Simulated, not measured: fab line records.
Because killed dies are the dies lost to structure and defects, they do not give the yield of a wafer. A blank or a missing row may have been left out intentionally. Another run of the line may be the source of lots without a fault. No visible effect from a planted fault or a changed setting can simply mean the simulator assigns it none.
Struck lot and sound lot, side by side -- flow n5Finfet -- 29 out of 1938 route steps
Sound: wafers L816.3, L816.5, L816.6. Wafers struck: L824.4, L824.6. The cause comes at the end.
Each step with rows lists, per side, the tool, then ch with its chambers, then its first start. Under that, the readings that differ: sound wafers -- struck wafers -- difference of the means -- sigmas: that difference in standard deviations of wafers without a fault.
alike: readings whose means differ by less than 2 such deviations, and words and numbers that are the same on both sides. not compared: withheld readings, readings that some wafer has no value for, bounds like >300 that may hide the same value, and numbers for which the record gives no deviation and whose values overlap.
A row with sigmas, a row that says differs or no value, or rows on one side alone: a step with any of these is where the two part. Numbers that don't overlap but have no deviation are shown without sigmas and don't part them. Lack of a reading on every wafer of one side parts them only where that side has two or more wafers.

N5_STI_FIN_REVEAL_ALD_14: deposits Si3N4, target thk 3 nm.
  sound on aldSin-02 ch 2,3, day 2 10:58; struck on aldSin-04 ch 1,3, day 4 10:34
  alike: heaterPowerOuterW, heaterPowerW, susceptorTempC
then, 2 steps without rows for these wafers: N5_STI_FIN_REVEAL_FCVD_FILL_01 (material SiO2 flowable, target thk 312 nm, time 512.2 s); N5_STI_FIN_REVEAL_DENSIFY_02 (time 1800 s).
N5_STI_FIN_REVEAL_CMP_04: polishes, stops on Si3N4, t overpolish 4 s, target thk 131.83 nm.
  sound on cmp-04 ch 0,2,3, day 2 16:07; struck on cmp-04 ch 1,3, day 4 15:41
  alike: motorCurrentA, overpolishRunS, timeToEndpointS
N5_STI_FIN_REVEAL_THK_MEAS_05:
  struck on filmMetro-01, day 4 15:54; sound on filmMetro-02, day 2 16:19
  alike: thkNm
following that, these wafers have no rows for 1 step: N5_STI_FIN_REVEAL_DENSIFY_30.
N5_STI_FIN_REVEAL_ETCHBACK_08: etches SiO2 in C4F6/O2, target depth 30.5 nm, time 10.167 s.
  sound on rieDiel-04 ch 0,2,3, day 2 16:35; struck on rieDiel-04 ch 0,2, day 4 16:15
  alike: biasW, drypumpMotorCurrentA, oes_f_703_au, oesProductAu, rfVppV, showerheadPlenumPTorr, throttleValvePct
  not compared: rfHoursCounterH
N5_STI_FIN_REVEAL_STRIP_24: strips in N2/H2, time 90 s.
  sound on rieDiel-04 ch 0,2,3, day 2 16:37; struck on rieDiel-04 ch 0,2, day 4 16:17
  alike: drypumpMotorCurrentA, oesProductAu, rfVppV, showerheadPlenumPTorr, throttleValvePct
  not compared: rfHoursCounterH
then, 4 steps without rows for these wafers: N5_STI_FIN_REVEAL_PRECLEAN_25 (cleans in SPM, time 90 s); N5_STI_FIN_REVEAL_PRECLEAN_26 (cleans in SC1, time 45 s); N5_STI_FIN_REVEAL_PRECLEAN_29 (cleans in DHF, time 30 s); N5_STI_FIN_REVEAL_SRD_12 (time 30 s).
N5_STI_FIN_REVEAL_RECESS_09: chemistry HF/NH3, target SiO2, afs cycles 11, target depth 42.5 nm, sublimation time 60 s.
  sound on vaporEtch-02 ch 0,1, day 2 17:22; struck on vaporEtch-02 ch 1, day 4 17:02
  alike: drypumpMotorCurrentA, forelinePTorr
then, 2 steps without rows for these wafers: N5_STI_FIN_REVEAL_STRIP_16 (strips SiNx in H3PO4, target depth 23.8 nm); N5_STI_FIN_REVEAL_PRECLEAN_17 (cleans in NF3:NH3, afs cycles 1, time 20 s, sublimation time 60 s).
N5_STI_FIN_REVEAL_ETCH_34: etches Si in H2, material Si, target depth 0.97 nm.
  sound on rieSi-03 ch 0,1,2, day 2 18:55; struck on rieSi-03 ch 1,2, day 4 18:37
  alike: drypumpMotorCurrentA, oesProductAu, throttleValvePct
  not compared: rfHoursCounterH
then, 7 steps without rows for these wafers: N5_STI_FIN_REVEAL_OXIDATION_31 (chemistry O2 PLASMA REMOTE, time 20 s); N5_STI_FIN_REVEAL_PRECLEAN_32 (cleans in NF3:NH3, afs cycles 1, time 20 s, sublimation time 60 s); N5_STI_FIN_REVEAL_STRIP_35 (strips Si3N4 in H3PO4, target depth 4 nm, time 39 s); N5_STI_FIN_REVEAL_SRD_21 (time 30 s); N5_STI_FIN_REVEAL_OXIDATION_33 (chemistry O2 PLASMA REMOTE, time 20 s); N5_STI_FIN_REVEAL_CLEAN_19 (cleans in O3/DIW, time 120 s); N5_STI_FIN_REVEAL_SRD_23 (time 30 s).
N5_STI_FIN_REVEAL_CD_MEAS_22: target cd 6.238 nm, pitch 28 nm.
  struck on cdSem-02, day 4 19:19; sound on cdSem-01, day 2 19:30
  alike: cdNm
N5_STI_FIN_REVEAL_FIN_H_MEAS_10:
  struck on ocd-01, day 4 19:20; sound on ocd-01, day 2 19:32
  alike: trenchDepthNm
then, 2 steps without rows for these wafers: N5_STI_FIN_REVEAL_PRECLEAN_18 (cleans in SC2, time 45 s); N5_STI_FIN_REVEAL_SRD_28 (time 30 s).
N5_STI_FIN_REVEAL_INSPECT_13: inspects for defects (darkfield).
  struck on defectInspect-01, day 4 19:26; sound on defectInspect-01, day 2 19:37
reading,sound,struck,difference,sigmas
rawDefectCount,10 12 10,624 638,+620,+99 or more
then, 1 step without rows for these wafers: N5_DUMMY_GATE_PRECLEAN_00 (cleans in O3/DIW, time 60 s).

== WHERE THEY PART ==
N5_STI_FIN_REVEAL_INSPECT_13 only, going by this record.

WHY: what had been put in by the simulator
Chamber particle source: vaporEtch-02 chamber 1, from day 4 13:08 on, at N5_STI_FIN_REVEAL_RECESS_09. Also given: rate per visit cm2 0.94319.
